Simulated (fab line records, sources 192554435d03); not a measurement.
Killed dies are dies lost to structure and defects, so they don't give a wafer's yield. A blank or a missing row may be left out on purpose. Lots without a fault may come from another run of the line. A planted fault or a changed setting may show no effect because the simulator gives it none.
fab line records | flow n5_finfet | part 2 of 2: steps 26 to 33 of 33
record lots=5 wafers=15 last_day=17
route steps=1938 shown BEOL_M2@897
lots that met no fault: from a run of the same line without faults
start_h: hours from the record's first day to the start of the lot's first wafer shown | wait_h: hours since the lot's step before | " the same as in the row above | L1.1+2: a row that stands for several wafers | - no value, or no start given | * or withheld: withheld | < > ~ a bound
route shown NAME@n: a module of which the file shows steps, and the number in the route of the first | usual: mean/standard deviation of fault-free wafers | same: alike in all rows | chamber/n: place in a boat | sites: the reading at each site | _std_site: their standard deviation | _edge_site: outer sites' mean less inner sites' | radius_mm: how far each site lies from the wafer's centre | mask NAME#n: copy n | behind: the tool/chamber that last shaped the wafer | hold: why the lot was held/for how many hours/how that ended | device: the transistor (n, p or np) that didn't switch | end of line: the same wafers' tests at the end of the route | a step without rows: its recipe alone | killed: dies lost to structure and defects at the first sort, not the wafer's yield | map: a wafer's dies, x killed, . not, _ none there
set.NAME: the setting as run; set.NAME@STEP: as run at that earlier step | model.NAME: the simulator's own value behind a step, which no gauge read
lots at some steps of the route; a table a step, a row a wafer
services: from which hour (start_h, from the record's first day; less than 0 if before it) a tool's chamber was out of use, for how many hours, and why
## steps
# step N5_BEOL_M2_ANNEAL_51
# recipe temp_c=225 time_s=90 ambient=N2
# usual anneal_temp_c=225.01/0.18 wafer_temp_C_max=226.4/0.79
# same time_s=90
# columns lot.wafer tool chamber start_h wait_h anneal_temp_c wafer_temp_C_max
L079.2 rtp_anneal-01 0 170.97 0.1 224.99 225.6
L079.3 " 0 " " 225.40 225.7
L079.4 " 0 " " 225.25 225.4
L083.3 rtp_anneal-02 0 194.56 0.1 225.08 226.4
L083.5 " 0 " " 225.10 227.3
L083.6 " 0 " " 225.03 227.2
L091.1 rtp_anneal-01 0 242.26 0.2 225.23 225.6
L091.3 " 0 " " 224.87 225.7
L091.4 " 0 " " 224.89 225.5
L092.2 rtp_anneal-01 0 250.52 0.4 224.78 225.5
L092.3 " 0 " " 224.56 225.7
L092.5 " 0 " " 224.88 225.5
L096.1 rtp_anneal-02 0 277.29 0.1 225.07 227.1
L096.3 " 0 " " 225.19 227.3
L096.6 " 0 " " 225.09 227.1
# step N5_BEOL_M2_CMP_52
# recipe stop_on=SiOC t_overpolish_s=6.8 down_force_psi=1 platen_rpm=50 clearing_platen_down_force_psi=1.5 clearing_platen_rpm=50 post_cmp_clean=cu_alkaline target_thk_nm=40 clearing_platen_pad_velocity_m_s=0.99484 pad_velocity_m_s=0.99484
# usual barrier_field_endpoint_s=24.8/0.54 motor_current_A=6.4/0.63 overpolish_run_s=6.800/0.0086 time_to_endpoint_s=64.1/2.7
# columns lot.wafer tool chamber start_h wait_h barrier_field_endpoint_s motor_current_A overpolish_run_s time_to_endpoint_s
L079.4 cmp-02 2 171.23 0.1 25.0 6.4 6.803 65.7
L079.3 " 3 " " 24.8 8.2 6.806 62.9
L079.2 " 0 " " 25.2 7.0 6.803 65.4
L083.3 cmp-04 0 194.77 0.2 23.9 6.0 6.793 62.6
L083.5 " 0 " " 24.5 5.6 6.809 63.2
L083.6 " 1 " " 25.0 6.1 6.796 65.0
L091.1 cmp-04 1 242.56 0.3 24.3 6.0 6.782 62.4
L091.3 " 2 " " 24.6 6.5 6.800 64.2
L091.4 " 3 " " 25.1 6.2 6.801 61.7
L092.3 cmp-02 2 250.77 0.2 24.7 6.4 6.801 67.8
L092.2 " 0 " " 24.0 6.7 6.811 64.4
L092.5 " 3 " " 25.0 8.1 6.805 68.8
L096.3 cmp-02 0 277.60 0.2 24.6 7.1 6.793 66.2
L096.1 " 2 " " 24.6 6.2 6.793 64.7
L096.6 " 0 " " 24.8 6.7 6.806 64.8
# step N5_BEOL_M2_THK_MEAS_53
# recipe thk_meas_gauge=xrf reads=Cu_of_BEOL_M2_ECD_50
# usual M2_THK=41.9/1.3
# columns lot.wafer tool chamber start_h wait_h M2_THK[nm]
L079.2 film_metro-01 - 171.52 - 38.9
L079.3 " - " " 42.6
L079.4 " - " " 40.5
L083.3 film_metro-01 - 195.07 - 42.8
L083.5 " - " " 42.9
L083.6 " - " " 40.3
L091.1 film_metro-02 - 242.85 - 40.6
L091.3 " - " " 44.3
L091.4 " - " " 42.9
L092.2 film_metro-01 - 251.07 - 41.3
L092.3 " - " " 41.6
L092.5 " - " " 41.7
L096.1 film_metro-01 - 277.90 - 39.5
L096.3 " - " " 38.5
L096.6 " - " " 40.4
# step N5_BEOL_M2_PRE_CLEAN_60
# recipe gas=NH3/H2 time_s=15 temp_c=* rf_power_w=300
# usual heater_power_w=87/23
# same time_s=15
# columns lot.wafer tool chamber start_h wait_h heater_power_w since_wet_clean_h
L079.2 cvd_co-02 2 171.58 0.1 108 254
L079.3 " 0 " " 55 713
L079.4 " 2 " " 106 -
L083.3 cvd_co-01 0 195.10 0.0 67 955
L083.5 " 0 " " 69 -
L083.6 " 1 " " 82 -
L091.1 cvd_co-01 2 242.89 0.0 81 544
L091.3 " 1 " " 85 106
L091.4 " 1 " " 84 -
L092.2 cvd_co-02 1 251.10 0.0 120 1230
L092.3 " 0 " " 57 792
L092.5 " 2 " " 109 -
L096.1 cvd_co-02 2 277.93 0.0 107 360
L096.3 " 0 " " 58 819
L096.6 " 2 " " 106 -
# step N5_BEOL_M2_CO_CAP_55
# recipe material=Co target_thk_a=20 temp_c=200 precursor=CCTBA/H2 pressure_torr=30 time_s=102.1
# usual heater_power_w=239/28
# same time_s=102.1
# columns lot.wafer tool chamber start_h wait_h heater_power_w since_wet_clean_h
L079.2 cvd_co-02 2 171.62 0.0 258 254
L079.3 " 0 " " 202 713
L079.4 " 2 " " 258 -
L083.3 cvd_co-01 0 195.14 0.0 217 955
L083.5 " 0 " " 215 -
L083.6 " 1 " " 238 -
L091.1 cvd_co-01 2 242.93 0.0 236 544
L091.3 " 1 " " 236 106
L091.4 " 1 " " 227 -
L092.2 cvd_co-02 1 251.14 0.0 275 1230
L092.3 " 0 " " 208 792
L092.5 " 2 " " 256 -
L096.1 cvd_co-02 2 277.97 0.0 266 360
L096.3 " 0 " " 207 819
L096.6 " 2 " " 262 -
# step N5_BEOL_M2_PRE_CLEAN_56
# recipe gas=NH3 time_s=15 temp_c=withheld rf_power_w=300
# same time_s=15
# columns lot.wafer tool chamber start_h wait_h since_wet_clean_h
L079.2 pecvd-03 2 171.71 0.1 303
L079.3 " 1 " " -
L079.4 " 2 " " -
L083.3 pecvd-03 0 195.23 0.1 1080
L083.5 " 1 " " -
L083.6 " 0 " " -
L091.1 pecvd-01 2 243.02 0.1 165
L091.3 " 0 " " 947
L091.4 " 2 " " -
L092.2 pecvd-03 2 251.25 0.1 382
L092.3 " 0 " " 1136
L092.5 " 1 " " -
L096.1 pecvd-03 2 278.06 0.1 409
L096.3 " 1 " " 1888
L096.6 " 2 " " -
# step N5_BEOL_M2_DEP_57
# recipe material=SiCN target_thk_a=80 temp_c=withheld precursor=3MS/NH3 pressure_torr=3 rf_w=202 time_s=14
# usual showerhead_plenum_p_Torr=3.665/0.013 throttle_valve_pct=9.0/0.35
# same time_s=14
# columns lot.wafer tool chamber start_h wait_h showerhead_plenum_p_Torr since_wet_clean_h throttle_valve_pct
L079.2 pecvd-03 2 171.74 0.0 3.680 303 8.9
L079.3 " 1 " " 3.665 - 9.2
L079.4 " 2 " " 3.686 - 9.0
L083.3 pecvd-03 0 195.26 0.0 3.647 1080 9.2
L083.5 " 1 " " 3.671 - 9.1
L083.6 " 0 " " 3.642 - 9.2
L091.1 pecvd-01 2 243.05 0.0 3.666 165 8.4
L091.3 " 0 " " 3.661 947 8.8
L091.4 " 2 " " 3.675 - 8.4
L092.2 pecvd-03 2 251.28 0.0 3.676 382 8.7
L092.3 " 0 " " 3.654 1136 9.2
L092.5 " 1 " " 3.680 - 9.0
L096.1 pecvd-03 2 278.09 0.0 3.699 409 8.9
L096.3 " 1 " " 3.654 1888 9.1
L096.6 " 2 " " 3.684 - 8.8
# step N5_BEOL_M2_RS_MEAS_58
# recipe thk_meas_gauge=four-point-probe reads=Co_of_BEOL_M2_CO_CAP_55+Cu_of_BEOL_M2_ECD_50+Co_of_BEOL_M2_CVD_47+TaN_of_BEOL_M2_ALD_84
# usual M2_RS=0.649/0.025
# columns lot.wafer tool chamber start_h wait_h M2_RS[ohm/sq]
L079.2 film_metro-02 - 171.83 0.1 0.719
L079.3 " - " " 0.640
L079.4 " - " " 0.677
L083.3 film_metro-02 - 195.33 0.1 0.628
L083.5 " - " " 0.627
L083.6 " - " " 0.677
L091.1 film_metro-02 - 243.12 0.0 0.670
L091.3 " - " " 0.605
L091.4 " - " " 0.625
L092.2 film_metro-02 - 251.34 0.1 0.662
L092.3 " - " " 0.653
L092.5 " - " " 0.655
L096.1 film_metro-02 - 278.16 0.0 0.689
L096.3 " - " " 0.718
L096.6 " - " " 0.671
## services
# columns tool chamber start_h hours kind
cmp-02 - 144.15 2.5 repair
cmp-04 - 145.72 5.4 pm
cmp-04 - 153.98 1.3 repair
cmp-02 - 156.20 0.8 repair
pvd_sputter-01 - 164.86 1.5 repair
ecd_cu-01 - 166.53 2.9 repair
pecvd-03 0 170.64 5.5 scheduled_down
pecvd-03 2 176.33 5.5 scheduled_down
pecvd-03 - 181.09 1.8 repair
pvd_sputter-02 - 187.05 3.7 repair
cvd_co-02 - 193.68 4.3 pm
pecvd-03 - 199.99 14.6 pm
cmp-04 - 213.26 4.0 pm
cmp-04 - 218.03 3.4 repair
cmp-02 - 226.81 4.0 pm
cmp-02 - 230.81 - consumable_replace:conditioner
cmp-02 - 230.81 - consumable_replace:pad
cmp-02 - 232.15 6.3 pm
ald_metal-02 3 241.36 4.2 repair
cmp-04 - 242.97 1.0 repair
cmp-04 - 250.39 14.2 pm
cmp-02 - 253.63 2.3 repair
pecvd-03 1 272.89 2.1 scheduled_down
cmp-04 - 276.82 1.1 repair
